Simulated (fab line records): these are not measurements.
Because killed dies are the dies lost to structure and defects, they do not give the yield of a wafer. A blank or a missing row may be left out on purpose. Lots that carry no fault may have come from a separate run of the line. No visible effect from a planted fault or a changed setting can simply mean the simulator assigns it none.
fab line records	flow n5-finfet
record lots=9	wafers=27	last-day=18
route steps=1938 shown BEOL_M1@822 BEOL_M2@841 BEOL_M4@1111 PASSIVATION@1936
lots that met no fault: from a run of the same line without faults
start-h: hours from the record's opening day to when the first of the lot's shown wafers began	wait-h: time in hours since the lot's previous step	" as in the row above	L1.1+2: a row that stands for several wafers	- no value, or no start given	* or withheld: withheld	< > ~ a bound
route shown NAME@n: NAME is a module with steps in the file, n the number in the route of the first one	usual: average and standard deviation across the fault-free wafers	same: alike in all rows	chamber/n: place in a boat	sites: each site's reading	_std_site: the standard deviation of these	_edge_site: outer sites' mean less inner sites'	radius-mm: how far each site lies from the wafer's centre	mask NAME#n: copy n	behind: the most recent tool/chamber to have shaped the wafer	hold: cause of the lot's hold/its duration in hours/its outcome	device: the n, p or np transistor that did not switch	end of line: tests of these same wafers at the route's end	a step given without rows: its recipe and nothing more	killed: at the first sort, the dies lost to defects and structure; wafer yield is something else	map: a wafer's dies, x killed, . not, _ none there
set.NAME: setting as actually run; set.NAME@STEP: the setting as run at that earlier step	model.NAME: the simulator's own value behind a step, which no gauge read
one table for each step of the route and one row for each wafer, over a sample of lots
services: from which hour (start-h, from the record's first day; less than 0 if before it) a tool's chamber was out of use, for how many hours, and why
## steps
# step N5_BEOL_M1_SPUTTER_88
# recipe material=Cu	target-thk-a=45	temp-c=-20	chamber-pressure-pa=0.07	power-w=withheld	time-s=8.29
# usual throttle-valve-pct=30.2/1.1
lot.wafer	tool	chamber	start-h	wait-h	throttle-valve-pct
L970.2	pvd-sputter-02	-	131.48	0.1	30.4
L970.3	"	-	"	"	28.1
L970.4	"	-	"	"	30.4
L981.2	pvd-sputter-01	-	196.99	0.1	29.8
L981.5	"	-	"	"	30.0
L981.6	"	-	"	"	29.3
L982.3	pvd-sputter-01	-	205.92	0.1	29.7
L982.4	"	-	"	"	30.2
L982.5	"	-	"	"	30.2
L984.2	pvd-sputter-01	-	213.78	0.1	29.3
L984.3	"	-	"	"	30.3
L984.5	"	-	"	"	30.3
L987.3	pvd-sputter-03	-	233.60	0.1	32.8
L987.4	"	-	"	"	29.8
L987.6	"	-	"	"	29.0
L989.1	pvd-sputter-01	-	243.39	0.1	30.1
L989.4	"	-	"	"	30.0
L989.6	"	-	"	"	29.3
L991.1	pvd-sputter-01	-	254.97	0.1	29.2
L991.2	"	-	"	"	30.2
L991.3	"	-	"	"	30.3
L992.1	pvd-sputter-03	-	258.08	0.1	30.1
L992.3	"	-	"	"	32.0
L992.4	"	-	"	"	28.9
L993.1	pvd-sputter-02	-	276.25	0.1	30.3
L993.3	"	-	"	"	28.4
L993.6	"	-	"	"	28.3
# step N5_BEOL_M1_PRE_CLEAN_60
# recipe gas=NH3/H2	time-s=15	temp-c=*	rf-power-w=300
# usual heater-power-outer-w=25/10	heater-power-w=93/17	rf-fwd-power-W=296.7/1.3
lot.wafer	tool	chamber	start-h	wait-h	heater-power-outer-w	heater-power-w	rf-fwd-power-W
L970.2	cvd-co-02	0	133.19	0.0	9	72	296.1
L970.3	"	2	"	"	23	97	296.3
L970.4	"	0	"	"	9	71	296.3
L981.2	cvd-co-01	0	198.69	0.0	37	114	297.8
L981.5	"	0	"	"	37	114	296.5
L981.6	"	1	"	"	41	120	293.5
L982.3	cvd-co-02	1	207.62	0.0	25	80	298.1
L982.4	"	2	"	"	24	99	295.5
L982.5	"	0	"	"	9	72	296.8
L984.2	cvd-co-02	2	215.49	0.0	24	98	296.3
L984.3	"	1	"	"	25	82	296.6
L984.5	"	0	"	"	9	73	298.1
L987.3	cvd-co-01	1	235.34	0.0	41	118	292.7
L987.4	"	0	"	"	38	115	298.5
L987.6	"	1	"	"	41	121	294.6
L989.1	cvd-co-01	1	245.11	0.0	40	118	294.0
L989.4	"	2	"	"	23	90	296.7
L989.6	"	1	"	"	40	122	294.3
L991.1	cvd-co-01	0	256.67	0.0	37	113	297.1
L991.2	"	2	"	"	22	91	297.1
L991.3	"	1	"	"	41	119	294.1
L992.1	cvd-co-02	1	259.85	0.1	25	80	297.5
L992.3	"	0	"	"	9	72	297.8
L992.4	"	1	"	"	25	80	296.9
L993.1	cvd-co-01	2	277.95	0.0	22	89	296.0
L993.3	"	0	"	"	38	112	296.3
L993.6	"	2	"	"	23	90	296.9
# step N5_BEOL_M1_RS_MEAS_58
# recipe thk-meas-gauge=four-point-probe	reads=Co_of_BEOL_M1_CO_CAP_55+Cu_of_BEOL_M1_ECD_50+Co_of_BEOL_M1_CVD_47+TaN_of_BEOL_M1_ALD_84
# usual M1_RS=0.67/0.032
lot.wafer	tool	chamber	start-h	wait-h	M1_RS[ohm/sq]
L970.2	film-metro-02	-	133.48	0.1	0.72
L970.3	"	-	"	"	0.70
L970.4	"	-	"	"	0.68
L981.2	film-metro-02	-	198.95	0.1	0.69
L981.5	"	-	"	"	0.67
L981.6	"	-	"	"	0.64
L982.3	film-metro-01	-	207.85	0.1	0.69
L982.4	"	-	"	"	0.61
L982.5	"	-	"	"	0.61
L984.2	film-metro-02	-	215.71	0.1	0.69
L984.3	"	-	"	"	0.66
L984.5	"	-	"	"	0.65
L987.3	film-metro-01	-	235.56	0.1	0.71
L987.4	"	-	"	"	0.65
L987.6	"	-	"	"	0.70
L989.1	film-metro-01	-	245.33	0.0	0.63
L989.4	"	-	"	"	0.63
L989.6	"	-	"	"	0.64
L991.1	film-metro-02	-	256.90	0.0	0.68
L991.2	"	-	"	"	0.68
L991.3	"	-	"	"	0.63
L992.1	film-metro-01	-	260.09	0.0	0.68
L992.3	"	-	"	"	0.64
L992.4	"	-	"	"	0.65
L993.1	film-metro-02	-	278.17	0.0	0.63
L993.3	"	-	"	"	0.67
L993.6	"	-	"	"	0.64
# step N5_BEOL_M2_ILD_DEP_00
# recipe material=SiOC	target-thk-a=790	temp-c=350	precursor=DEMS/O2	pressure-torr=5	rf-w=500	time-s=15.3
# usual heater-power-outer-w=271/45	heater-power-w=494/64	rf-fwd-power-W=494.4/2.1	showerhead-plenum-p-Torr=5.690/0.017	throttle-valve-pct=11.9/0.7
lot.wafer	tool	chamber	start-h	wait-h	heater-power-outer-w	heater-power-w	rf-fwd-power-W	showerhead-plenum-p-Torr	throttle-valve-pct
L970.2	pecvd-02	1	133.54	0.0	274	449	490.3	5.712	12.6
L970.3	"	1	"	"	279	467	491.9	5.721	12.9
L970.4	"	0	"	"	287	496	497.6	5.671	11.8
L981.2	pecvd-03	2	199.01	0.0	251	500	495.0	5.662	11.3
L981.5	"	2	"	"	249	517	494.4	5.678	11.1
L981.6	"	0	"	"	252	500	491.8	5.701	12.1
L982.3	pecvd-04	1	207.93	0.1	269	531	496.5	5.666	11.4
L982.4	"	2	"	"	382	627	495.8	5.687	11.3
L982.5	"	1	"	"	274	535	498.9	5.697	11.4
L984.2	pecvd-04	1	215.77	0.0	256	506	494.7	5.683	11.4
L984.3	"	2	"	"	377	622	495.9	5.699	11.3
L984.5	"	1	"	"	265	511	495.2	5.685	11.2
L987.3	pecvd-02	0	235.62	0.0	294	484	492.9	5.679	12.0
L987.4	"	2	"	"	215	409	494.2	5.659	11.1
L987.6	"	1	"	"	277	465	495.0	5.729	12.5
L989.1	pecvd-02	1	245.39	0.0	238	424	493.6	5.710	12.6
L989.4	"	2	"	"	187	383	492.7	5.664	11.1
L989.6	"	1	"	"	249	424	494.3	5.719	12.6
L991.1	pecvd-04	0	256.96	0.0	173	372	490.7	5.694	11.8
L991.2	"	1	"	"	267	511	495.7	5.696	11.2
L991.3	"	2	"	"	309	533	495.0	5.690	11.1
L992.1	pecvd-03	0	260.15	0.0	316	585	497.0	5.693	12.2
L992.3	"	2	"	"	212	461	494.3	5.683	11.2
L992.4	"	2	"	"	221	472	492.5	5.684	11.4
L993.1	pecvd-03	1	278.24	0.0	298	498	495.1	5.704	13.3
L993.3	"	2	"	"	229	482	493.8	5.680	11.5
L993.6	"	1	"	"	300	489	494.3	5.716	13.2
# step N5_BEOL_M2_THK_MEAS_01
# recipe reads=SiOC_of_BEOL_M2_ILD_DEP_00
# usual M2_ILD_THK=78.7/0.98
lot.wafer	tool	chamber	start-h	wait-h	M2_ILD_THK[nm]
L970.2	film-metro-01	-	133.63	0.1	77.7
L970.3	"	-	"	"	78.5
L970.4	"	-	"	"	79.3
L981.2	film-metro-01	-	199.10	0.1	78.0
L981.5	"	-	"	"	124.5
L981.6	"	-	"	"	79.5
L982.3	film-metro-01	-	208.00	0.1	78.2
L982.4	"	-	"	"	79.3
L982.5	"	-	"	"	79.5
L984.2	film-metro-02	-	215.84	0.1	77.9
L984.3	"	-	"	"	77.6
L984.5	"	-	"	"	78.9
L987.3	film-metro-01	-	235.69	0.1	79.4
L987.4	"	-	"	"	79.5
L987.6	"	-	"	"	80.4
L989.1	film-metro-01	-	245.46	0.0	78.0
L989.4	"	-	"	"	79.4
L989.6	"	-	"	"	80.6
L991.1	film-metro-01	-	257.03	0.0	78.7
L991.2	"	-	"	"	78.7
L991.3	"	-	"	"	78.2
L992.1	film-metro-02	-	260.22	0.0	78.7
L992.3	"	-	"	"	78.2
L992.4	"	-	"	"	79.7
L993.1	film-metro-02	-	278.30	0.0	79.6
L993.3	"	-	"	"	79.5
L993.6	"	-	"	"	81.0
# step N5_BEOL_M4_RC_MEAS_101
# usual DIBL_N=36.5/1.4	DIBL_P=36.6/1.6	IOFF_N=0.160/0.024	IOFF_P=0.217/0.029	ION_N=674/8.7	ION_P=464/6.5	SS_N=71.6/0.47	SS_P=73.4/0.57	VT_N=250.0/2.5	VT_P=-250/3.1
lot.wafer	tool	chamber	start-h	wait-h	DIBL_N[mV/V]	DIBL_P[mV/V]	IOFF_N[nA/um]	IOFF_P[nA/um]	ION_N[uA/um]	ION_P[uA/um]	SS_N[mV/dec]	SS_P[mV/dec]	VT_N[mV]	VT_P[mV]
L970.2	prober-02	0	167.21	0.2	38.0	37.7	0.172	0.236	676	466	71.7	72.8	250.4	-248
L970.3	"	0	"	"	39.3	38.8	0.190	0.250	676	466	72.2	73.7	247.5	-247
L970.4	"	0	"	"	36.9	36.6	0.149	0.218	673	468	71.5	73.6	252.5	-250
L981.2	prober-02	0	242.14	0.2	39.2	39.4	0.188	0.213	679	461	72.3	74.0	248.0	-251
L981.6	"	0	"	"	38.9	39.0	0.170	0.197	674	455	72.2	74.6	250.9	-254
L982.3	prober-01	0	244.15	0.3	35.7	35.4	0.134	0.212	666	469	70.7	72.5	251.2	-249
L982.4	"	0	"	"	37.9	37.3	0.174	0.239	681	465	72.1	73.1	249.5	-246
L982.5	"	0	"	"	36.0	35.4	0.140	0.210	675	468	71.0	72.9	249.9	-249
L984.2	prober-02	0	260.42	0.2	36.8	37.4	0.157	0.227	668	458	72.0	74.0	251.6	-247
L984.3	"	0	"	"	36.1	36.8	0.154	0.219	678	468	71.6	73.4	250.2	-249
L984.5	"	0	"	"	36.4	36.4	0.155	0.219	678	469	70.4	73.7	251.5	-249
L987.3	prober-02	0	270.46	0.3	35.3	34.2	0.112	0.167	653	454	71.0	72.3	253.4	-255
L987.4	"	0	"	"	36.1	35.6	0.127	0.185	663	462	71.2	73.1	254.9	-252
L987.6	"	0	"	"	35.7	35.5	0.127	0.185	666	462	71.4	73.3	253.7	-252
L991.1	prober-01	0	286.38	0.0	35.9	35.8	0.153	0.224	681	465	71.5	73.0	249.2	-249
L991.2	"	0	"	"	34.7	34.1	0.133	0.208	670	466	70.7	73.3	252.9	-246
L991.3	"	0	"	"	35.5	34.8	0.139	0.221	662	465	71.4	73.3	250.5	-246
L989.1	prober-02	0	288.97	0.0	36.2	36.9	0.150	0.209	667	461	72.2	73.3	252.9	-251
L989.4	"	0	"	"	35.5	36.7	0.149	0.202	673	465	71.7	73.1	250.4	-252
L989.6	"	0	"	"	36.5	37.8	0.161	0.225	674	464	72.0	73.4	252.8	-250
L992.1	prober-01	0	301.14	0.0	35.8	38.6	0.164	0.217	677	454	71.6	73.5	248.1	-249
L992.3	"	0	"	"	34.8	37.1	0.143	0.193	677	461	70.9	73.4	252.1	-250
L992.4	"	0	"	"	37.9	40.1	0.199	0.236	686	458	73.0	74.4	248.2	-249
L993.1	prober-02	0	304.14	0.0	37.0	36.3	0.169	0.218	677	459	72.2	72.9	249.2	-251
L993.3	"	0	"	"	36.4	36.3	0.166	0.213	682	464	71.4	74.0	247.6	-252
L993.6	"	0	"	"	36.7	36.4	0.173	0.222	680	464	72.0	73.8	247.2	-249
# step N5_PASSIVATION_PROBE_49
# usual defect-limited-yield=91.2/1.4	killed_at_M0_to_M3=34/9.4	killed_at_M4_up=13/5.8	killed-at-contacts=13/6.4	killed-at-front-end=41/11	killed-at-other=3.1/2.3	killed-dies=103/16	killed-on-rim=13/3.4	killed-open=69/12	killed-short=33/7.8	sort_bin_5_function=5.1/0.91	sort_bin_6_memory=3.3/0.63	sort-n-pass=1077/16	sort-yield-pct=91.2/1.4
# same gross-dies=1180	killed-at-back-side=0	sort_bin_4_leakage[%]=0	sort_bin_8_speed[%]=0
lot.wafer	tool	chamber	start-h	wait-h	defect-limited-yield[%]	killed_at_M0_to_M3	killed_at_M4_up	killed-at-contacts	killed-at-front-end	killed-at-other	killed-dies	killed-on-rim	killed-open	killed-short	sort_bin_5_function[%]	sort_bin_6_memory[%]	sort-n-pass	sort-yield-pct[%]
L981.2	prober-01	-	343.46	0.1	91.9	28	12	8	45	2	95	14	59	35	5.1	2.7	1085	91.9
L981.5	prober-01	-	343.61	0.2	0	1117	12	12	38	1	1180	152	58	30	97.5	2.2	0	0
L981.6	prober-01	-	343.66	0.3	94.2	10	11	9	38	0	68	9	42	26	3.6	1.6	1112	94.2
# killed by level:class
L981.2 BEOL_M2:geometric-particle:open=14 STI_FIN_REVEAL:geometric-particle:open=12 FIN_SAQP:geometric-particle:short=11 GATE_CUT:geometric-particle:short=6 MOL_CONTACT_COAG:geometric-particle:open=6 FIN_SAQP:geometric-particle:open=5 BEOL_M0_SAQP:geometric-particle:short=5 BEOL_M0_SAQP:geometric-particle:open=5
L981.5 BEOL_M2:area-dep=1092 MOL_CONTACT_COAG:geometric-particle:open=8 FIN_SAQP:geometric-particle:short=7 STI_FIN_REVEAL:geometric-particle:open=7 BEOL_M2:geometric-particle:open=7 FIN_SAQP:geometric-particle:open=6 BEOL_M0_SAQP:geometric-particle:short=6 SPACER0:geometric-particle:open=4
L981.6 FIN_SAQP:geometric-particle:short=10 STI_FIN_REVEAL:geometric-particle:open=7 MOL_CONTACT_COAG:geometric-particle:open=7 FIN_SAQP:geometric-particle:open=6 BEOL_M0_SAQP:geometric-particle:short=6 GATE_CUT:geometric-particle:open=4 BEOL_M4:geometric-particle:open=4 STARTING-WAFER:geometric-particle:open=3
## services
tool	chamber	start-h	hours	kind
cvd-co-02	1	114.67	-	clean
cvd-co-02	1	114.67	22.0	scheduled-down
cvd-co-02	1	114.67	22.0	vent-cycle
pecvd-02	2	130.08	5.5	scheduled-down
pecvd-04	-	147.46	1.8	repair
pvd-sputter-03	-	168.44	10.5	repair
pecvd-03	1	182.27	23.1	repair
pecvd-04	1	199.92	5.5	scheduled-down
pecvd-02	2	202.38	-	clean
pecvd-02	2	202.38	-	consumable-replace:showerhead
pecvd-02	2	202.38	29.0	scheduled-down
pecvd-02	2	202.38	29.0	vent-cycle
pecvd-03	-	204.38	14.6	pm
pecvd-02	0	222.07	5.5	scheduled-down
pecvd-02	-	227.83	0.8	repair
pecvd-04	2	239.49	10.0	repair
pecvd-04	2	249.51	2.1	scheduled-down
pecvd-03	2	250.98	2.1	scheduled-down
pecvd-02	1	254.31	5.5	scheduled-down
cvd-co-01	-	264.18	1.5	repair
pecvd-03	-	275.77	0.4	repair
## key
first-sign step=N5_BEOL_M2_THK_MEAS_01	reading=M2_ILD_THK	direction=up	sigmas=47	usual=78.7	struck=124.5
effect step=N5_PASSIVATION_PROBE_49	reading=killed_at_M0_to_M3	direction=up	sigmas=99+	usual=34	struck=1117
more-kills-born-at N5_BEOL_M2_ILD_DEP_00@pecvd-03=1092
met-at N5_BEOL_M2_ILD_DEP_00
struck-lots L981
struck-wafers L981.5
later-rows-left-out L981.5
not-acting-at N5_BEOL_M1_SPUTTER_88,N5_BEOL_M1_PRE_CLEAN_60,N5_BEOL_M1_RS_MEAS_58
fault kind=process-parameter-drift	tool=pecvd-03	chamber=-	onset-h=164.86	steps=N5_BEOL_M2_ILD_DEP_00	channel=time-s	offset=*	shape=step	end-h=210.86	scope=struck-wafers-only	acts-in=*	stated=*
# later-rows-left-out: the simulator's readings of these wafers behind a module that went badly wrong aren't trusted and aren't shown, but for the sort
